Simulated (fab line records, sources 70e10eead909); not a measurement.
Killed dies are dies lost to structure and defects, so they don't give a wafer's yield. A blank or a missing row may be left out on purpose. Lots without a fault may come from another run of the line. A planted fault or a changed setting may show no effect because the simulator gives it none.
A struck lot beside a sound one | flow nand_harc | 14 steps out of a route of 1302
Sound: wafers L518.1, L518.3, L518.4. Struck: wafer L536.4. (L536.5 of the same lot was not struck and is left out.) The cause comes at the end.
At each step with rows: each side's tool, then ch and its chambers, then its first start. Under that, the readings that differ: sound wafers | struck wafers | difference of the means | sigmas: that difference in standard deviations of wafers without a fault.
alike: readings whose means differ by less than 2 such deviations, and words and numbers that are the same on both sides. not compared: withheld readings, readings that some wafer has no value for, bounds like >300 that may hide the same value, and numbers for which the record gives no deviation and whose values overlap.
The two part at a step that has a row with sigmas, a row that says differs or no value, or rows on one side only. Numbers that don't overlap but have no deviation are shown without sigmas and don't part them. A reading that every wafer of one side lacks parts them only if that side has two wafers or more.

NHARC_A_STAIRCASE_DESCUM_11: chemistry O2, time 3 s.
  sound on rie_diel-09 ch 0,1,3, day 15 14:17; struck on rie_diel-06 ch 3, day 23 00:54
  reading                | sound             | struck | difference | sigmas
  oes_product_au (a.u.)  | 0.999 1.010 1.010 | 0.985  | -0.021     | -2
  rf_hours_counter_h (h) | 5 5 5             | 12     | +7         |
  alike: chamber_pressure_mTorr, drypump_motor_current_A, o2_flow_sccm, rf_vpp_V, showerhead_plenum_p_Torr, throttle_valve_pct
NHARC_A_STAIRCASE_TRIM_12: chemistry O2, time 211.2 s.
  sound on rie_diel-09 ch 1,2,3, day 15 14:23; struck on rie_diel-06 ch 1, day 23 01:03
  reading                | sound | struck | difference | sigmas
  rf_hours_counter_h (h) | 5 6 5 | 14     | +9         |
  alike: chamber_pressure_mTorr, drypump_motor_current_A, o2_flow_sccm, oes_product_au, rf_vpp_V, showerhead_plenum_p_Torr, throttle_valve_pct
then, 1 step without rows for these wafers: NHARC_A_STAIRCASE_ETCH_13 (etches the open film in C4F8/O2, target depth 100 nm, time 40.5 s).
NHARC_A_STAIRCASE_TRIM_14: chemistry O2, time 211.2 s.
  sound on rie_diel-09 ch 1,2,3; struck on rie_diel-06 ch 3
  reading                | sound | struck | difference | sigmas
  rf_hours_counter_h (h) | 5 6 5 | 16     | +11        |
  alike: chamber_pressure_mTorr, drypump_motor_current_A, o2_flow_sccm, oes_product_au, rf_vpp_V, showerhead_plenum_p_Torr, throttle_valve_pct
then, 4 steps without rows for these wafers: NHARC_A_STAIRCASE_ETCH_15 (etches the open film in C4F8/O2, target depth 100 nm, time 40.5 s); NHARC_A_STAIRCASE_TRIM_16 (chemistry O2, time 211.2 s); NHARC_A_STAIRCASE_ETCH_17 (etches the open film in C4F8/O2, target depth 100 nm, time 40.5 s); NHARC_A_STAIRCASE_TRIM_18 (chemistry O2, time 211.2 s).
NHARC_A_STAIRCASE_ETCH_19: etches the open film in C4F8/O2, target depth 100 nm, time 40.5 s.
  sound on rie_diel-09 ch 0,1,3; struck on rie_diel-06 ch 0
  reading                | sound | struck | difference | sigmas
  rf_hours_counter_h (h) | 6 5 6 | 16     | +10        |
  alike: chamber_pressure_mTorr, oes_product_au, rf_vpp_V
then, 2 steps without rows for these wafers: NHARC_A_STAIRCASE_TRIM_20 (chemistry O2, time 211.2 s); NHARC_A_STAIRCASE_ETCH_21 (etches the open film in C4F8/O2, target depth 100 nm, time 40.5 s).
NHARC_A_STAIRCASE_TRIM_22: chemistry O2, time 211.2 s.
  sound on rie_diel-09 ch 0,2,3, day 15 15:41; struck on rie_diel-09 ch 2, day 23 05:31
  reading                | sound             | struck | difference | sigmas
  oes_product_au (a.u.)  | 1.004 0.997 0.993 | 0.892  | -0.106     | -9
  rf_hours_counter_h (h) | 6 6 6             | 12     | +6         |
  alike: chamber_pressure_mTorr, drypump_motor_current_A, o2_flow_sccm, rf_vpp_V, showerhead_plenum_p_Torr, throttle_valve_pct
NHARC_A_STAIRCASE_ETCH_23: etches the open film in C4F8/O2, target depth 100 nm, time 40.5 s.
  sound on rie_diel-09 ch 0,1,3; struck on rie_diel-09 ch 1
  reading                | sound | struck | difference | sigmas
  rf_hours_counter_h (h) | 6 6 6 | 10     | +4         |
  alike: chamber_pressure_mTorr, oes_product_au, rf_vpp_V
-- the record jumps here: 9 days lie between the struck wafers' starts before and after (it left off in module A_STAIRCASE and takes up again in module END, whose first step shown is number 1302 of the route) --
NHARC_END_SORT_01:
  sound on prober-02 ch 0, day 24 17:42; struck on prober-01 ch 0, day 32 05:58
  reading             | sound | struck | difference | sigmas
  killed_at_periphery | 3 3 4 | 11     | +8         | +3
  alike: killed_at_array, killed_at_other, killed_dies, killed_open, killed_short

WHERE THEY PART
First at NHARC_A_STAIRCASE_DESCUM_11; last, within this record, at NHARC_END_SORT_01.

WHY: what the simulator had put in
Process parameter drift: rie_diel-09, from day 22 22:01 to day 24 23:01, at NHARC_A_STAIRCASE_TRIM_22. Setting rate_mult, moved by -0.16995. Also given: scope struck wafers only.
